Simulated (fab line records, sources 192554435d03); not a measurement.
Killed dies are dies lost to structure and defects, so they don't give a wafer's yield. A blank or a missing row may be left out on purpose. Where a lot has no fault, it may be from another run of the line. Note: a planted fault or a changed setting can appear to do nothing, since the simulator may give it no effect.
Which of the tools did it?	flow n5Finfet	9 lots, 27 wafers sampled, at 5 steps of a route of 1938

WHAT THE GAUGES READ, wafer by wafer
N5_SD_EPI_N_INSPECT_26: inspects for defects (darkfield). Usual: rawDefectCount at 222, with a standard deviation of 52.
lot	measured	on	rawDefectCount	flag
L382	day 3 08:14	defectInspect-02	195 241 162	
L388	day 4 18:09	defectInspect-01	260 225 265	
L389	day 5 03:37	defectInspect-01	228 293 149	
L391	day 5 11:10	defectInspect-02	161 136 200	
L399	day 7 12:36	defectInspect-01	318 255 276	
L400	day 7 15:47	defectInspect-01	225 289 294	
L403	day 8 10:40	defectInspect-02	288 234 202	
L404	day 8 15:58	defectInspect-02	207 182 197	
L405	day 8 22:11	defectInspect-02	235 267 158	

N5_BEOL_M4_RC_MEAS_101. Usual: DIBL_N 36.3 mV/V, standard deviation 1.7; DIBL_P 36.3 mV/V, standard deviation 2.2; IOFF_N 0.16 nA/um, standard deviation 0.034; IOFF_P 0.21 nA/um, standard deviation 0.038; ION_N 673 uA/um, standard deviation 13; ION_P 461 uA/um, standard deviation 8.3; SS_N 71.5 mV/dec, standard deviation 0.55; SS_P 73.3 mV/dec, standard deviation 0.67; VT_N 250 mV, standard deviation 3.4; VT_P -251 mV, standard deviation 3.5.
lot	measured	on	DIBL_N (mV/V)	DIBL_P (mV/V)	IOFF_N (nA/um)	IOFF_P (nA/um)	ION_N (uA/um)	ION_P (uA/um)	SS_N (mV/dec)	SS_P (mV/dec)	VT_N (mV)	VT_P (mV)	flag
L382	day 8 01:49	prober-01	40.2 36.2 35.2	39.4 35.4 33.2	0.24 0.16 0.12	0.28 0.19 0.16	688 679 653	460 461 446	72.3 71.2 71.2	72.9 72.6 72.5	244 250 254	-246 -251 -254	
L388	day 9 16:16	prober-02	35.2 34.3 34.7	35.5 34.4 35.5	0.16 0.14 0.16	0.21 0.19 0.21	673 659 670	459 455 465	70.9 71.2 71.2	73.5 71.9 73.0	247 251 249	-252 -253 -251	
L389	day 9 19:09	prober-02	36.0 35.1 37.5	35.6 34.5 37.1	0.16 0.14 0.20	0.21 0.20 0.24	667 672 686	458 453 462	71.7 71.5 71.5	72.8 72.4 72.8	248 248 245	-249 -251 -249	
L391	day 9 21:37	prober-01	39.5 35.5 36.1	39.5 35.5 35.8	0.22 0.15 0.15	0.33 0.23 0.22	698 680 677	484 472 468	72.3 71.4 72.1	74.4 73.7 73.2	248 248 253	-241 -245 -247	
L399	day 12 04:41	prober-02	37.7 36.5 36.4	36.8 34.2 34.9	0.17 0.15 0.14	0.17 0.15 0.15	680 668 674	453 450 454	71.8 71.5 70.8	73.3 73.3 72.7	248 253 250	-259 -258 -259	
L400	day 12 18:25	prober-01	40.0 38.8 34.9	38.9 37.3 32.8	0.20 0.17 0.11	0.23 0.22 0.15	678 676 665	457 460 459	72.0 71.3 71.3	73.2 72.8 72.4	246 250 256	-253 -252 -259	
L403	day 13 02:16	prober-01	35.2 39.5 39.0	35.0 41.1 38.8	0.12 0.22 0.19	0.20 0.32 0.28	673 702 686	474 489 479	71.0 71.9 71.5	72.3 74.4 73.7	252 244 246	-250 -243 -244	
L404	day 13 05:31	prober-02	36.2 34.7 35.2	34.5 33.2 33.5	0.15 0.13 0.14	0.20 0.17 0.18	660 667 661	455 455 450	72.0 70.9 71.3	73.7 73.3 73.4	249 250 251	-250 -255 -251	
L405	day 13 08:58	prober-02	36.2 38.1 38.4	35.5 37.5 38.9	0.14 0.18 0.20	0.17 0.20 0.23	662 671 693	453 455 465	71.2 71.8 71.8	73.1 73.8 74.1	253 248 248	-256 -251 -253	

WHICH TOOL RAN EACH LOT (tool, then ch and the chambers of the sampled wafers, then the start)
lot	N5_SD_EPI_N_ETCH_35	N5_SD_EPI_P_COAT_03	N5_SD_EPI_P_DESCUM_14
L382	rieDiel-04 ch 0,3, day 3 04:09	lithoTrack-05 ch 0, day 3 08:17	rieDiel-01 ch 1,2, day 3 08:52
L388	rieDiel-05 ch 0,3, day 4 13:57	lithoTrack-05 ch 0, day 4 18:11	rieDiel-02 ch 0,2, day 4 18:31
L389	rieDiel-03 ch 0,2,3, day 4 23:05	lithoTrack-05 ch 0, day 5 03:39	rieDiel-06 ch 0,1,2, day 5 04:06
L391	rieDiel-03 ch 2,3, day 5 07:16	lithoTrack-05 ch 0, day 5 11:12	rieDiel-02 ch 1,3, day 5 11:41
L399	rieDiel-03 ch 1,2,3, day 7 08:40	lithoTrack-02 ch 0, day 7 12:38	rieDiel-02 ch 0,2,3, day 7 13:05
L400	rieDiel-03 ch 0,2,3, day 7 11:53	lithoTrack-02 ch 0, day 7 15:49	rieDiel-02 ch 0,3, day 7 16:32
L403	rieDiel-04 ch 0,1,2, day 8 06:38	lithoTrack-05 ch 0, day 8 10:42	rieDiel-01 ch 0,1,3, day 8 11:09
L404	rieDiel-03 ch 0,2,3, day 8 11:46	lithoTrack-02 ch 0, day 8 15:59	rieDiel-02 ch 0,2,3, day 8 16:26
L405	rieDiel-03 ch 0,1,3, day 8 17:59	lithoTrack-05 ch 0, day 8 22:13	rieDiel-06 ch 0,2,3, day 8 22:41
- N5_SD_EPI_N_ETCH_35: etches SOC in N2/H2, overetch 108 nm, time 486 s.
- N5_SD_EPI_P_COAT_03: resist thk 150 nm.
- N5_SD_EPI_P_DESCUM_14: chemistry O2, time 7.9 s.

WHAT THE TOOLS THEMSELVES READ (means of the sampled wafers that have a number; where no wafer has one, the mark that the record gives instead)
N5_SD_EPI_N_ETCH_35. Usual: drypumpMotorCurrentA 5.9 A, standard deviation 0.49; oesProductAu 0.71 a.u., standard deviation 0.083; rfFwdPowerW 2995 W, standard deviation 8.8; rfVppV 240.4 V, standard deviation 1.3; showerheadPlenumPTorr 2.51 Torr, standard deviation 0.069; throttleValvePct 23.73 %, standard deviation 0.29.
lot	tool	drypumpMotorCurrentA (A)	oesProductAu (a.u.)	rfFwdPowerW (W)	rfVppV (V)	showerheadPlenumPTorr (Torr)	throttleValvePct (%)	flag
L382	rieDiel-04	5.9	0.65	3004	242.1	2.58	24.12	
L388	rieDiel-05	5.6	0.71	2990	241.5	2.62	23.49	
L389	rieDiel-03	6.3	0.76	2988	239.8	2.50	23.88	
L391	rieDiel-03	6.5	0.75	2988	240.4	2.50	23.82	
L399	rieDiel-03	6.0	0.68	3001	240.6	2.49	23.74	
L400	rieDiel-03	6.2	0.72	2996	240.0	2.49	23.91	
L403	rieDiel-04	6.0	0.74	2994	240.0	2.53	23.84	
L404	rieDiel-03	6.2	0.72	2996	240.2	2.49	23.92	
L405	rieDiel-03	5.8	0.67	2989	240.6	2.49	23.80	

N5_SD_EPI_P_COAT_03. Usual: spinSpeedRpm at 1500.2 rpm, with a standard deviation of 0.89.
lot	tool	spinSpeedRpm (rpm)	flag
L382	lithoTrack-05	1500.6	
L388	lithoTrack-05	1500.3	
L389	lithoTrack-05	1534.7	OFF
L391	lithoTrack-05	1534.0	OFF
L399	lithoTrack-02	1500.0	
L400	lithoTrack-02	1500.3	
L403	lithoTrack-05	1499.1	
L404	lithoTrack-02	1500.4	
L405	lithoTrack-05	1500.6	

N5_SD_EPI_P_DESCUM_14. Usual: for drypumpMotorCurrentA, 5.8 A with a standard deviation of 0.32; for o2FlowSccm, 225.1 sccm with a standard deviation of 0.68; for oesProductAu, 0.77 a.u. with a standard deviation of 0.081; for rfFwdPowerW, 49.38 W with a standard deviation of 0.25; for rfVppV, 243.3 V with a standard deviation of 1.4; for showerheadPlenumPTorr, 2.11 Torr with a standard deviation of 0.078; for throttleValvePct, 20.45 % with a standard deviation of 0.23.
lot	tool	drypumpMotorCurrentA (A)	o2FlowSccm (sccm)	oesProductAu (a.u.)	rfFwdPowerW (W)	rfVppV (V)	showerheadPlenumPTorr (Torr)	throttleValvePct (%)	flag
L382	rieDiel-01	5.8	225.5	0.73	49.23	243.2	2.11	20.76	
L388	rieDiel-02	5.8	224.7	0.83	49.44	241.4	2.03	20.20	
L389	rieDiel-06	5.8	225.0	0.79	49.27	244.3	2.17	20.50	
L391	rieDiel-02	6.1	225.2	0.90	49.17	243.6	2.08	20.26	
L399	rieDiel-02	5.7	224.7	0.74	49.41	242.8	2.06	20.39	
L400	rieDiel-02	5.6	225.5	0.70	49.72	242.7	2.05	20.40	
L403	rieDiel-01	5.7	224.8	0.81	49.11	243.4	2.09	20.54	
L404	rieDiel-02	5.7	225.8	0.74	49.47	242.7	2.06	20.39	
L405	rieDiel-06	6.0	224.9	0.76	49.29	243.6	2.15	20.57	

THE ANSWER, worked out from the rows above alone
Rule: lot off if the mean of its wafers having a number is beyond 3 standard deviations from the usual mean. A lot without any number at a reading at which 4 lots or more have one is off too. Any other lot the step has rows for is counted as sound. The gauges are gone through in route order, then the tools' own readings, and for those a lot's mean is taken as printed above. At the first step where some lot is off, the reading lying furthest off is the one used; lots without a number count as furthest.
Off, at N5_SD_EPI_P_COAT_03 on spinSpeedRpm: L389, L391.
A tool fits if, at that step or a process step before it, it ran every lot that is off, and no sound lot after the first of them. None of those tried fits.

WHAT THE SIMULATOR PUT IN
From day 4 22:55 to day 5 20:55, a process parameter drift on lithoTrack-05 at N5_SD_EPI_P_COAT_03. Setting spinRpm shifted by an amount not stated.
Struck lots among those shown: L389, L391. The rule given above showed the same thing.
